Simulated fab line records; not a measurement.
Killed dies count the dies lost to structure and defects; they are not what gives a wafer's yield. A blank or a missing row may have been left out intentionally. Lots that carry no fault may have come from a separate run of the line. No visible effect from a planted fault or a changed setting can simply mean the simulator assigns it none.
A struck lot beside a sound one / flow n5Finfet / 15 steps out of a route of 1938
Sound: the wafers L100.2, L100.4, L100.6. Struck: wafer L112.6; the same lot's L112.2 was not struck, so it is left out; see the end for the cause.
Per side, at each step with rows, come the tool, then ch with its chambers, and then its first start. Under that, the readings that differ: sound wafers / struck wafers / difference of the means / sigmas: that difference in standard deviations of wafers without a fault.
alike: a reading whose means differ by less than 2 such deviations, as well as words and numbers matching on both sides. not compared: withheld readings; readings where some wafer has no value; bounds like >300 that might hide an equal value; numbers whose values overlap and for which the record gives no deviation.
The two part at a step that has a row with sigmas, a row that says differs or no value, or rows on one side only. When numbers do not overlap yet have no deviation, they are printed without sigmas and do not part them. A reading that every wafer of one side lacks parts them only if that side has two wafers or more.

first, 7 steps without rows for these wafers: N5_BEOL_M12_COAT_22 (resist thk 300 nm); N5_BEOL_M12_EBR_24; N5_BEOL_M12_SOFTBAKE_23 (time 60 s); N5_BEOL_M12_EXPOSE_25 (exposes mask M12); N5_BEOL_M12_PEB_26 (peb time 90 s); N5_BEOL_M12_DEVELOP_27 (develop time 45 s); N5_BEOL_M12_HARDBAKE_32 (time 120 s).
N5_BEOL_M12_CD_MEAS_28: the cd target is 160.2 nm.
  sound on cdSem-03 ch 0, day 11 20:07; struck on cdSem-02 ch 0, day 14 06:16
  alike: cdNm
N5_BEOL_M12_OVL_MEAS_29:
  sound on overlay-02 ch 0, day 11 20:09; struck on overlay-02 ch 0, day 14 06:17
  alike: M12_OVL
N5_BEOL_M12_INSPECT_30: inspects for defects (macro).
  sound on defectInspect-02 at day 11 20:10; struck on defectInspect-02 at day 14 06:19
  alike: rawDefectCount
N5_BEOL_M12_DESCUM_33: chemistry O2, time 7.9 s.
  sound on rieDiel-01 ch 1,2,3, day 11 21:06; struck on rieDiel-01 ch 3, day 14 06:21
  alike: chamberPressureMTorr, drypumpMotorCurrentA, oesProductAu, rfVppV, showerheadPlenumPTorr, tempC, throttleValvePct
  not compared: rfHoursCounterH
N5_BEOL_M12_ETCH_67: etches SiARC in CF4, target depth 143 nm, time 238.3 s.
  sound on rieDiel-01 ch 1,2,3, day 11 21:08; struck on rieDiel-01 ch 3, day 14 06:23
  alike: chamberPressureMTorr, drypumpMotorCurrentA, etchRfOnTimeS, oesProductAu, rfVppV, showerheadPlenumPTorr, throttleValvePct
  not compared: rfHoursCounterH
N5_BEOL_M12_ETCH_68: etches SOC in N2/H2, time 285 s.
  sound on rieDiel-01 ch 1,2,3, day 11 21:17; struck on rieDiel-01 ch 3, day 14 06:32
reading=oesProductAu (a.u.); sound=0.73 0.90 0.73; struck=0.51; difference=-0.28; sigmas=-3
reading=model.SiARC_of_BEOL_M12_COAT_66.thkNm (nm); sound=86 85.2 86; struck=96.4; difference=+10.7; sigmas=
  alike: chamberPressureMTorr, drypumpMotorCurrentA, n2FlowSccm, rfVppV, showerheadPlenumPTorr, tempC, throttleValvePct
  not compared: rfHoursCounterH
then, 1 step without rows for these wafers: N5_BEOL_M12_STRIP_69 (strips in N2/H2).
N5_PASSIVATION_PROBE_49:
  the record has rows for the struck wafers here (prober-01, day 15 16:02) and none for the sound ones

## WHERE THEY PART
Last at N5_PASSIVATION_PROBE_49 as far as this record goes, first at N5_BEOL_M12_ETCH_68.

WHY: what the simulator had put in
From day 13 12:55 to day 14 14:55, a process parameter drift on rieDiel-01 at N5_BEOL_M12_ETCH_68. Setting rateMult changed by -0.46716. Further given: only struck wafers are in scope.
